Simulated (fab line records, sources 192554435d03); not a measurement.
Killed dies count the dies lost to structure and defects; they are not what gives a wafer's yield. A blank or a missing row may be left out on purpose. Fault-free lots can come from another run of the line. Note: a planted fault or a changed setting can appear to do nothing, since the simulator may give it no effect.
Split-lot study -- flow n5-finfet -- on a route of 1938 steps: 7 lots, 39 wafers read

THE SPLIT
At N5_BEOL_M6_TRENCH_ETCH_37 (etches SiCOH lowk in C4F6/O2, target depth 94.435 nm, time 31.5 s), the setting time-s was moved away from the recipe's 31.5 s on 9 of the 39 wafers read, by +21.4% to +54.0%. For the rest of the wafers, this setting stayed at what the recipe calls for.

FROM THE SPLIT TO THE READING: what the file shows between them, 11 steps
- N5_BEOL_M6_ETCH_41: etches SiCN in CH3F/O2, target depth 29.7 nm, time 52 s
- N5_BEOL_M6_STRIP_80: strips in N2/H2, time 10 s
- N5_BEOL_M6_OCD_MEAS_38
- N5_BEOL_M6_HM_STRIP_39: strips TiN in peroxide tin strip, target depth 25 nm, time 158 s
- N5_BEOL_M6_SRD_40: time 30 s
- N5_BEOL_M6_ECD_50: material Cu, target thk 300 nm
- N5_BEOL_M6_ANNEAL_51: time 90 s
- N5_BEOL_M6_CMP_52: polishes, stops on SiCOH lowk, t overpolish 6.9 s, target thk 80 nm
- N5_BEOL_M6_THK_MEAS_53: measures by xrf
- N5_BEOL_M6_PRE_CLEAN_55: time 15 s
- N5_BEOL_M6_DEP_56: deposits SiCN from 3MS/NH3, target thk 10 nm, time 17.5 s

THE READING
M6_RS (ohm/sq), read at N5_BEOL_M6_RS_MEAS_57 with a four-point probe. A value of 0.285 ohm/sq with a standard deviation of 0.011 ohm/sq is what fault-free wafers of this fab line usually give.

wafer,"tool, chamber at the split","time-s as run, s",against the recipe,"M6_RS, ohm/sq",against lot-mates on the recipe
L076.1,"rie-diel-03, 0",31.5,recipe,0.282,-
L076.2,"rie-diel-03, 1",31.5,recipe,0.291,-
L076.3,"rie-diel-03, 2",31.5,recipe,0.277,-
L076.4,"rie-diel-03, 3",31.5,recipe,0.281,-
L076.5,"rie-diel-03, 0",31.5,recipe,0.275,-
L076.6,"rie-diel-03, 1",31.5,recipe,0.298,-
L078.1,"rie-diel-03, 0",31.5,recipe,0.284,-
L078.3,"rie-diel-03, 2",31.5,recipe,0.269,-
L078.6,"rie-diel-03, 1",31.5,recipe,0.290,-
L079.1,"rie-diel-01, 0",48.51,+54.0%,0.175,-0.116
L079.2,"rie-diel-01, 1",48.51,+54.0%,0.167,-0.124
L079.3,"rie-diel-01, 3",31.5,recipe,0.286,-
L079.4,"rie-diel-01, 1",31.5,recipe,0.297,-
L079.5,"rie-diel-01, 0",48.51,+54.0%,0.175,-0.116
L079.6,"rie-diel-01, 3",31.5,recipe,0.289,-
L090.1,"rie-diel-04, 3",31.5,recipe,0.287,-
L090.2,"rie-diel-04, 0",31.5,recipe,0.300,-
L090.3,"rie-diel-04, 1",31.5,recipe,0.277,-
L090.4,"rie-diel-04, 3",31.5,recipe,0.290,-
L090.5,"rie-diel-04, 1",31.5,recipe,0.290,-
L090.6,"rie-diel-04, 0",31.5,recipe,0.288,-
L087.1,"rie-diel-03, 0",31.5,recipe,0.278,-
L087.2,"rie-diel-03, 1",31.5,recipe,0.274,-
L087.3,"rie-diel-03, 3",31.5,recipe,0.278,-
L087.4,"rie-diel-03, 2",31.5,recipe,0.280,-
L087.5,"rie-diel-03, 2",31.5,recipe,0.277,-
L087.6,"rie-diel-03, 1",31.5,recipe,0.267,-
L094.1,"rie-diel-03, 1",31.5,recipe,0.275,-
L094.2,"rie-diel-03, 2",38.25,+21.4%,0.214,-0.058
L094.3,"rie-diel-03, 3",38.25,+21.4%,0.221,-0.051
L094.4,"rie-diel-03, 0",38.25,+21.4%,0.215,-0.057
L094.5,"rie-diel-03, 1",31.5,recipe,0.268,-
L094.6,"rie-diel-03, 2",31.5,recipe,0.273,-
L097.1,"rie-diel-03, 2",31.5,recipe,0.276,-
L097.2,"rie-diel-03, 0",31.5,recipe,0.280,-
L097.3,"rie-diel-03, 1",42.89,+36.2%,0.182,-0.093
L097.4,"rie-diel-03, 3",42.89,+36.2%,0.188,-0.087
L097.5,"rie-diel-03, 1",31.5,recipe,0.268,-
L097.6,"rie-diel-03, 0",42.89,+36.2%,0.185,-0.090

THE FIT
A straight line over all 39 wafers: M6_RS changes by -0.00227 ohm/sq for each +1% of time-s; r = -0.96; the points scatter about the line by 0.011 ohm/sq.
The same after taking each lot's own level away (the mean of its wafers on the recipe; 39 wafers): -0.0023 ohm/sq for each +1%; r = -0.99; scatter 0.0065 ohm/sq.
That fit puts the effect of the largest move of time-s on the reading at 0.12 ohm/sq.
The span of the lots' own levels, 0.2720 to 0.2907 ohm/sq, comes to 1.7 times the standard deviation stated above.
Consequently the slope shifts little with the lot-to-lot level, the two slopes agreeing.
Check: -0.127 ohm/sq against its lot-mates is what the line predicts for one of the wafers moved furthest among these (+54.0%) when that wafer is left out of the fit. It came out at -0.116 ohm/sq against them.

FURTHER SPLITS ON THESE WAFERS
Other splits were also applied to these wafers ahead of the reading. Each is held against what the fit with the lots' levels taken away leaves over:
other split on the same wafers,wafers away from the commonest value,r with M6_RS (lot level and that fit taken away)
N5_BEOL_M2_ILD_DEP_00 target-thk-a,9,+0.09
N5_BEOL_M2_DEP_57 target-thk-a,15,+0.24
N5_BEOL_M4_DEP_57 time-s,15,+0.01

THE WHOLE CHAIN: every reading that the file lists as answering this split, in the file's order
step,what it does,reading,change (the file's fit),r (the file's)
N5_BEOL_M6_TRENCH_ETCH_37,"etches SiCOH lowk in C4F6/O2, target depth 94.435 nm, time 31.5 s","BEOL_M6.feature-depth-nm (the simulator's own value, which no gauge read)",+0.879 nm for each +1% of the setting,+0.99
N5_BEOL_M6_TRENCH_ETCH_37,"etches SiCOH lowk in C4F6/O2, target depth 94.435 nm, time 31.5 s","etch.depth-nm (the simulator's own value, which no gauge read)",+0.88 nm for each +1% of the setting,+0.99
N5_BEOL_M6_TRENCH_ETCH_37,"etches SiCOH lowk in C4F6/O2, target depth 94.435 nm, time 31.5 s","TiN_of_BEOL_M6_HM_DEP_02.thk-nm (the simulator's own value, which no gauge read)",-0.0256 nm for each +1% of the setting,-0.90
N5_BEOL_M6_OCD_MEAS_38,,trench-depth-nm,+0.885 nm for each +1% of the setting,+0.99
N5_BEOL_M6_CMP_52,"polishes, stops on SiCOH lowk, t overpolish 6.9 s, target thk 80 nm","Cu_of_BEOL_M6_ECD_50.thk-nm (the simulator's own value, which no gauge read)",+0.872 nm for each +1% of the setting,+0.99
N5_BEOL_M6_THK_MEAS_53,measures by xrf,M6_THK,+0.888 for each +1% of the setting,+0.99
N5_BEOL_M6_RS_MEAS_57,measures by four-point-probe,M6_RS,-0.00231 for each +1% of the setting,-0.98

FILE'S OWN FIT
M6_RS changes by -0.00231 ohm/sq for each +1% of time-s, r = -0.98.
